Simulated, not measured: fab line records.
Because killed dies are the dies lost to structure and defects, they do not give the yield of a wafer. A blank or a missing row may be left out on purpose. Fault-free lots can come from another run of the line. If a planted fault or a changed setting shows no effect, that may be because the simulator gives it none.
Split-lot trial	flow n5Finfet	7 lots, 21 wafers read, on a route of 1938 steps

ABOUT THE SPLIT
At N5_BEOL_M2_COAT_05 (resist thk 30 nm), the setting spinRpm was moved away from the recipe's 1500 rpm on 7 of the 21 wafers read, by -8.8% to +6.3%. For the rest of the wafers, this setting stayed at what the recipe calls for.

FROM THE SPLIT TO THE READING: what the file shows between them, 2 steps
- N5_BEOL_M2_EBR_07
- N5_BEOL_M2_SOFTBAKE_06: time 60 s

THE READING
CAR-EUV_of_BEOL_M2_COAT_05.thkNm (the simulator's own value, which no gauge read), in nm, at N5_BEOL_M2_DESCUM_16 (chemistry O2, time 7 s). There is no usual value for it anywhere in the file. The 14 wafers here that ran the recipe average 26.1 nm, standard deviation 0.09 nm.

wafer	tool, chamber at the split	spinRpm as run, rpm	against the recipe	CAR-EUV_of_BEOL_M2_COAT_05.thkNm, nm	against lot-mates on the recipe
L074.1	lithoTrack-04, 0	1500	recipe	26.2	-
L074.4	lithoTrack-04, 0	1500	recipe	26.2	-
L074.5	lithoTrack-04, 0	1500	recipe	26.2	-
L080.2	lithoTrack-04, 0	1567	+4.5%	25.4	-0.6
L080.3	lithoTrack-04, 0	1500	recipe	26	-
L080.6	lithoTrack-04, 0	1500	recipe	26	-
L088.1	lithoTrack-04, 0	1453	-3.1%	26.4	+0.3
L088.3	lithoTrack-04, 0	1500	recipe	26	-
L088.4	lithoTrack-04, 0	1500	recipe	26.2	-
L089.2	lithoTrack-04, 0	1500	recipe	26	-
L089.4	lithoTrack-04, 0	1500	recipe	26	-
L089.5	lithoTrack-04, 0	1376	-8.3%	27.4	+1.4
L090.1	lithoTrack-03, 0	1500	recipe	26	-
L090.4	lithoTrack-03, 0	1595	+6.3%	25	-1.0
L090.6	lithoTrack-03, 0	1595	+6.3%	25	-1.0
L091.1	lithoTrack-03, 0	1500	recipe	26	-
L091.2	lithoTrack-03, 0	1500	recipe	26	-
L091.4	lithoTrack-03, 0	1500	recipe	26	-
L095.2	lithoTrack-05, 0	1368	-8.8%	27.6	+1.6
L095.4	lithoTrack-05, 0	1368	-8.8%	27.4	+1.4
L095.5	lithoTrack-05, 0	1500	recipe	26	-

THE FIT
A straight line over all 21 wafers: CAR-EUV_of_BEOL_M2_COAT_05.thkNm changes by -0.162 nm for each +1% of spinRpm; r = -0.99; the points scatter about the line by 0.094 nm.
The same after taking each lot's own level away (the mean of its wafers on the recipe; 21 wafers): -0.163 nm for each +1%; r = -0.99; scatter 0.077 nm.
On that fit, the largest move of spinRpm shifts the reading by 1.4 nm.
The lots' own levels span 26.00 to 26.20 nm, that is 2.2 times the standard deviation above.
Consequently the slope shifts little with the lot-to-lot level, the two slopes agreeing.
Check: for one of the wafers moved furthest among these (-8.8%), held out of the fit, the line's prediction against its lot-mates is +1.38 nm. It came out at +1.6 nm against them.

OTHER SPLITS APPLIED TO THESE WAFERS
Note: prior to the reading, these wafers also went through further splits. Each is held against what the fit with the lots' levels taken away leaves over:
other split on the same wafers	wafers away from the commonest value	r with CAR-EUV_of_BEOL_M2_COAT_05.thkNm (lot level and that fit taken away)
N5_BEOL_M0_SAQP_SPACER1_ALD_98 aldCycles	5	+0.50
N5_BEOL_M0_SAQP_ETCH_107 biasW	8	-0.29
N5_BEOL_M1_EXPOSE_08 doseMj	9	+0.18

THE WHOLE CHAIN: every reading that the file lists as answering this split, in the file's order
step	what it does	reading	change (the file's fit)	r (the file's)
N5_BEOL_M2_COAT_05	resist thk 30 nm	CAR-EUV_of_BEOL_M2_COAT_05.thkNm (the simulator's own value, which no gauge read)	-0.155 nm for each +1% of the setting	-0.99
N5_BEOL_M2_DESCUM_16	chemistry O2, time 7 s	CAR-EUV_of_BEOL_M2_COAT_05.thkNm (the simulator's own value, which no gauge read)	-0.161 nm for each +1% of the setting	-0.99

THE FILE'S OWN FIT
CAR-EUV_of_BEOL_M2_COAT_05.thkNm changes by -0.161 nm for each +1% of spinRpm, r = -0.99.
